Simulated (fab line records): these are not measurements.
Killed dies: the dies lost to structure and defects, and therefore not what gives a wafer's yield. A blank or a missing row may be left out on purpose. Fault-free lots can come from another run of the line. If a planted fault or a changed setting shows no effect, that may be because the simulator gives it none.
Matching of chambers / flow n5_finfet / rie_diel-05 running N5_BEOL_M8_ETCH_72: 4 sister chambers
The step etches underlayer in N2/H2, target depth 6.5 nm, time 5.2 s. 8 wafers are shown with their chamber, then 8 later ones without.

WAFERS, EACH WITH ITS CHAMBER
wafer=L084.4; chamber=3; showerhead_plenum_p_Torr (Torr)=2.47; throttle_valve_pct (%)=17.44
wafer=L087.2; chamber=3; showerhead_plenum_p_Torr (Torr)=2.46; throttle_valve_pct (%)=17.43
wafer=L076.3; chamber=2; showerhead_plenum_p_Torr (Torr)=2.62; throttle_valve_pct (%)=18.10
wafer=L090.4; chamber=2; showerhead_plenum_p_Torr (Torr)=2.62; throttle_valve_pct (%)=18.10
wafer=L091.2; chamber=1; showerhead_plenum_p_Torr (Torr)=2.46; throttle_valve_pct (%)=17.64
wafer=L091.5; chamber=0; showerhead_plenum_p_Torr (Torr)=2.55; throttle_valve_pct (%)=17.79
wafer=L091.6; chamber=1; showerhead_plenum_p_Torr (Torr)=2.46; throttle_valve_pct (%)=17.66
wafer=L093.2; chamber=0; showerhead_plenum_p_Torr (Torr)=2.55; throttle_valve_pct (%)=17.80

WAFERS MISSING THEIR CHAMBER
wafer=L093.4; showerhead_plenum_p_Torr (Torr)=2.55; throttle_valve_pct (%)=17.82
wafer=L093.6; showerhead_plenum_p_Torr (Torr)=2.45; throttle_valve_pct (%)=17.68
wafer=L095.2; showerhead_plenum_p_Torr (Torr)=2.55; throttle_valve_pct (%)=17.80
wafer=L095.5; showerhead_plenum_p_Torr (Torr)=2.46; throttle_valve_pct (%)=17.44
wafer=L095.6; showerhead_plenum_p_Torr (Torr)=2.45; throttle_valve_pct (%)=17.68
wafer=L096.2; showerhead_plenum_p_Torr (Torr)=2.55; throttle_valve_pct (%)=17.83
wafer=L096.5; showerhead_plenum_p_Torr (Torr)=2.45; throttle_valve_pct (%)=17.68
wafer=L096.6; showerhead_plenum_p_Torr (Torr)=2.46; throttle_valve_pct (%)=17.47

EACH ONE'S CHAMBER
wafer=L093.4; from the rows above=0; in truth=0
wafer=L093.6; from the rows above=1; in truth=1
wafer=L095.2; from the rows above=0; in truth=0
wafer=L095.5; from the rows above=3; in truth=3
wafer=L095.6; from the rows above=1; in truth=1
wafer=L096.2; from the rows above=0; in truth=0
wafer=L096.5; from the rows above=1; in truth=1
wafer=L096.6; from the rows above=3; in truth=3
8 of 8 placed correctly. Number that these rows cannot place: 0. Wrongly placed: 0.
How it was worked out, from the rows above alone: a wafer's distance from a chamber is the root of the sum, over the readings, of the square of ((its reading less the chamber's mean) divided by the reading's scatter). The wafer belongs to the nearest chamber; if the next one is less than 2 further off, it can't be placed. For every chamber, the mean is computed from those of its wafers that are shown. How the scatter is found: for the shown wafers, subtract from each reading the mean of its chamber, square and add these, divide the total by (wafers less chambers), then take the root.
